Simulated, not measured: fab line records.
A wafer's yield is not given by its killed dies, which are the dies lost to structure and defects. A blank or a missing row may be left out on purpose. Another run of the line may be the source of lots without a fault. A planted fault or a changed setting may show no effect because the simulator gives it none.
What tool caused it? -- flow n5_finfet -- 24 wafers from 8 lots sampled at 6 of the route's 1938 steps

## WHAT THE GAUGES READ, wafer by wafer
N5_MOL_CONTACT_COAG_INSPECT_57: inspects for defects (brightfield). Usual: raw_defect_count reads 221 (standard deviation 77).
lot,measured,on,raw_defect_count,flag
L768,day 6 19:07,defect_inspect-01,336 220 295,
L774,day 8 09:44,defect_inspect-02,256 273 207,
L779,day 9 18:16,defect_inspect-01,168 186 152,
L780,day 9 21:50,defect_inspect-01,217 225 221,
L781,day 10 01:14,defect_inspect-01,232 241 143,
L782,day 10 07:52,defect_inspect-02,216 135 125,
L783,day 10 18:20,defect_inspect-01,294 231 152,
L784,day 10 23:23,defect_inspect-01,209 307 218,

N5_BEOL_M4_RC_MEAS_101. Usual: DIBL_N 37.3 mV/V, standard deviation 2.3; DIBL_P 37.4 mV/V, standard deviation 2.9; IOFF_N 0.18 nA/um, standard deviation 0.045; IOFF_P 0.25 nA/um, standard deviation 0.054; ION_N 679 uA/um, standard deviation 15; ION_P 468 uA/um, standard deviation 9.7; SS_N 71.8 mV/dec, standard deviation 0.62; SS_P 73.6 mV/dec, standard deviation 0.76; VT_N 248 mV, standard deviation 4.1; VT_P -248 mV, standard deviation 3.6.
lot,measured,on,DIBL_N (mV/V),DIBL_P (mV/V),IOFF_N (nA/um),IOFF_P (nA/um),ION_N (uA/um),ION_P (uA/um),SS_N (mV/dec),SS_P (mV/dec),VT_N (mV),VT_P (mV),flag
L768,day 9 07:28,prober-01,35.1 37.2 37.0,35.3 38.0 37.3,0.15 0.19 0.19,0.22 0.27 0.26,687 687 687,473 472 470,71.1 72.2 71.5,73.1 73.1 73.8,246 245 245,-248 -245 -247,
L774,day 11 20:29,prober-02,39.9 33.8 36.5,41.6 33.4 36.2,0.25 0.12 0.15,0.33 0.18 0.22,703 675 658,481 470 465,71.6 71.2 71.5,73.8 72.9 73.8,245 252 253,-243 -251 -247,
L782,day 13 07:53,prober-02,40.7 35.8 39.5,41.8 35.6 41.2,0.23 0.14 0.22,0.30 0.20 0.28,679 662 677,467 462 464,72.8 71.7 73.2,73.9 73.1 74.6,244 252 246,-248 -252 -249,
L783,day 13 12:40,prober-01,38.2 38.9 34.8,37.6 41.0 34.9,0.17 0.22 0.12,0.22 0.31 0.19,663 688 654,455 470 460,72.4 72.6 71.5,73.6 74.6 73.9,254 244 257,-252 -246 -251,
L784,day 13 13:46,prober-02,38.2 37.2 34.7,36.8 36.0 33.0,0.19 0.18 0.13,0.30 0.26 0.21,680 681 675,476 468 472,71.5 71.3 71.0,73.7 73.0 72.6,246 246 251,-242 -246 -248,

## WHICH TOOL RAN EACH LOT (tool, then ch and the chambers of the sampled wafers, then the start)
lot,N5_MOL_CONTACT_COAG_ETCH_105,N5_MOL_CONTACT_COAG_ANNEAL_113,N5_MOL_CONTACT_COAG_ALD_27,N5_MOL_CONTACT_COAG_ETCH_48
L768,"rie_diel-06 ch 1,2, day 6 10:13","rtp_anneal-01 ch 0, day 6 13:33","ald_sin-01 ch 0,1,3, day 6 16:02","rie_diel-04 ch 0,3, day 6 20:57"
L774,"rie_diel-02 ch 1,2, day 7 21:20","rtp_anneal-01 ch 0, day 8 01:49","ald_sin-01 ch 0,1, day 8 06:34","rie_diel-04 ch 0,1,3, day 8 13:38"
L779,"rie_diel-02 ch 1,2,3, day 9 07:43","rtp_anneal-01 ch 0, day 9 11:09","ald_sin-01 ch 0,1,3, day 9 15:17","rie_diel-06 ch 0,1,3, day 9 20:12"
L780,"rie_diel-04 ch 0,2, day 9 12:28","rtp_anneal-01 ch 0, day 9 15:46","ald_sin-02 ch 0,2,3, day 9 18:50","rie_diel-04 ch 1,3, day 9 23:56"
L781,"rie_diel-04 ch 0,2, day 9 16:38","rtp_anneal-01 ch 0, day 9 19:40","ald_sin-02 ch 2,3, day 9 22:20","rie_diel-06 ch 2,3, day 10 03:56"
L782,"rie_diel-02 ch 1,2,3, day 9 21:17","rtp_anneal-02 ch 0, day 10 01:05","ald_sin-02 ch 0,1,2, day 10 04:44","rie_diel-04 ch 0,1,3, day 10 09:43"
L783,"rie_diel-06 ch 0,2, day 10 07:55","rtp_anneal-01 ch 0, day 10 12:34","ald_sin-03 ch 0,2,3, day 10 15:23","rie_diel-04 ch 1,2,3, day 10 20:17"
L784,"rie_diel-02 ch 0,1,2, day 10 14:22","rtp_anneal-02 ch 0, day 10 18:30","ald_sin-03 ch 2,3, day 10 20:25","rie_diel-04 ch 1,3, day 11 02:05"
- N5_MOL_CONTACT_COAG_ETCH_105: etches SiARC in CF4, target depth 15.6 nm, time 26 s.
- N5_MOL_CONTACT_COAG_ANNEAL_113: time 300 s.
- N5_MOL_CONTACT_COAG_ALD_27: deposits SiOC, target thk 17 nm, pulse time 1.5 s, time 2720 s.
- N5_MOL_CONTACT_COAG_ETCH_48: etches SiOC in C4F6/O2, target depth 15 nm, overetch 4.5 nm, time 17 s.

## AS READ BY THE TOOLS THEMSELVES (means over the sampled wafers that have a number; for cases with no such wafer, the mark the record gives instead)
N5_MOL_CONTACT_COAG_ETCH_105. Usual: bias_w 36.00 W, standard deviation 0.11; cf4_flow_sccm 99.97 sccm, standard deviation 0.27; drypump_motor_current_A 5.6 A, standard deviation 0.4; etch_rf_on_time_s 26.1 s, standard deviation 0.71; mfc_ar_sccm 100.0 sccm, standard deviation 0.32; oes_product_au 0.67 a.u., standard deviation 0.076; rf_vpp_V 183.7 V, standard deviation 1.1; showerhead_plenum_p_Torr 2.11 Torr, standard deviation 0.046; throttle_valve_pct 15.64 %, standard deviation 0.13.
lot,tool,bias_w (W),cf4_flow_sccm (sccm),drypump_motor_current_A (A),etch_rf_on_time_s (s),mfc_ar_sccm (sccm),oes_product_au (a.u.),rf_vpp_V (V),showerhead_plenum_p_Torr (Torr),throttle_valve_pct (%),flag
L768,rie_diel-06,35.81,99.79,6.0,26.4,99.8,0.75,184.1,2.11,15.72,
L774,rie_diel-02,36.04,99.92,5.1,26.4,100.0,0.63,184.0,2.13,15.47,
L779,rie_diel-02,35.94,99.79,5.2,25.6,99.8,0.67,183.9,2.10,15.57,
L780,rie_diel-04,36.07,99.79,6.0,26.6,100.1,0.60,184.4,2.13,15.65,
L781,rie_diel-04,35.94,99.75,6.1,26.4,100.0,0.60,185.1,2.16,15.64,
L782,rie_diel-02,36.03,99.90,5.2,25.9,100.0,0.66,183.9,2.10,15.58,
L783,rie_diel-06,35.97,99.90,5.6,25.9,100.2,0.75,183.4,2.10,15.45,
L784,rie_diel-02,35.97,100.14,5.5,26.5,99.8,0.61,184.2,2.14,15.57,

N5_MOL_CONTACT_COAG_ANNEAL_113. Usual: anneal_temp_c 400.00 C, standard deviation 0.21; lamp_power_pct 3.0 %, standard deviation 0.44; wafer_temp_C_max 402.4, standard deviation 0.45.
lot,tool,anneal_temp_c (C),lamp_power_pct (%),wafer_temp_C_max,flag
L768,rtp_anneal-01,400.01,3.4,402.6,
L774,rtp_anneal-01,400.06,3.4,402.5,
L779,rtp_anneal-01,400.08,3.4,402.4,
L780,rtp_anneal-01,399.76,3.4,402.6,
L781,rtp_anneal-01,399.71,3.4,402.6,
L782,rtp_anneal-02,399.86,2.5,402.5,
L783,rtp_anneal-01,399.92,3.4,402.1,
L784,rtp_anneal-02,400.15,2.5,402.4,

N5_MOL_CONTACT_COAG_ALD_27. Usual: chamber_pressure_Torr 2.000 Torr, standard deviation 0.0044; heater_power_w 863 W, standard deviation 68; precursor_pulse_height_rel 1.000, standard deviation 0.021; susceptor_temp_C 399.96 C, standard deviation 0.23.
lot,tool,chamber_pressure_Torr (Torr),heater_power_w (W),precursor_pulse_height_rel,susceptor_temp_C (C),flag
L768,ald_sin-01,2.001,913,0.986,399.94,
L774,ald_sin-01,2.007,977,0.988,399.88,
L779,ald_sin-01,-,-,-,-,OFF
L780,ald_sin-02,-,-,-,-,OFF
L781,ald_sin-02,-,-,-,-,OFF
L782,ald_sin-02,1.999,839,1.003,399.98,
L783,ald_sin-03,2.004,911,1.003,399.98,
L784,ald_sin-03,2.000,975,1.003,399.99,

N5_MOL_CONTACT_COAG_ETCH_48. Usual: C4F6_flow_sccm 10.004 sccm, standard deviation 0.027; bias_w 464.9 W, standard deviation 1.4; drypump_motor_current_A 5.6 A, standard deviation 0.41; mfc_ar_sccm 300.1 sccm, standard deviation 0.89; oes_product_au 0.66 a.u., standard deviation 0.071; rf_vpp_V 1568 V, standard deviation 46; showerhead_plenum_p_Torr 2.81 Torr, standard deviation 0.069; throttle_valve_pct 40.6 %, standard deviation 0.56.
lot,tool,C4F6_flow_sccm (sccm),bias_w (W),drypump_motor_current_A (A),mfc_ar_sccm (sccm),oes_product_au (a.u.),rf_vpp_V (V),showerhead_plenum_p_Torr (Torr),throttle_valve_pct (%),flag
L768,rie_diel-04,10.002,465.6,5.9,300.6,0.64,1555,2.88,40.5,
L774,rie_diel-04,9.994,464.9,5.6,299.4,0.63,1556,2.82,41.0,
L779,rie_diel-06,9.995,464.4,5.8,299.8,0.33,1583,2.78,40.6,OFF
L780,rie_diel-04,9.993,465.6,5.2,299.1,0.28,1559,2.75,41.3,OFF
L781,rie_diel-06,10.029,465.0,5.5,301.2,0.28,1613,2.80,40.8,OFF
L782,rie_diel-04,10.025,463.6,5.6,299.5,0.60,1556,2.81,41.0,
L783,rie_diel-04,9.994,466.3,5.5,300.0,0.65,1549,2.77,41.0,
L784,rie_diel-04,9.990,465.3,5.2,300.2,0.67,1558,2.75,41.4,

## THE ANSWER, worked out from the rows above alone
Rule: lot off if the mean of its wafers having a number is beyond 3 standard deviations from the usual mean. Also off: a lot with no number at a reading for which 4 or more lots have one. The other lots that the step has rows for count as sound. After the gauges, taken in route order, come the tools' own readings; for these a lot's mean is taken, as printed above. At the first step where some lot is off, the reading lying furthest off is the one used; lots without a number count as furthest.
Off: L779, L780, L781, at N5_MOL_CONTACT_COAG_ALD_27 (chamber_pressure_Torr). Without a number there: L779, L780, L781.
A tool fits if, at that step or a process step before it, it ran every lot that is off, and no sound lot after the first of them. No candidate that was tried fits.

## WHAT WAS PUT IN BY THE SIMULATOR
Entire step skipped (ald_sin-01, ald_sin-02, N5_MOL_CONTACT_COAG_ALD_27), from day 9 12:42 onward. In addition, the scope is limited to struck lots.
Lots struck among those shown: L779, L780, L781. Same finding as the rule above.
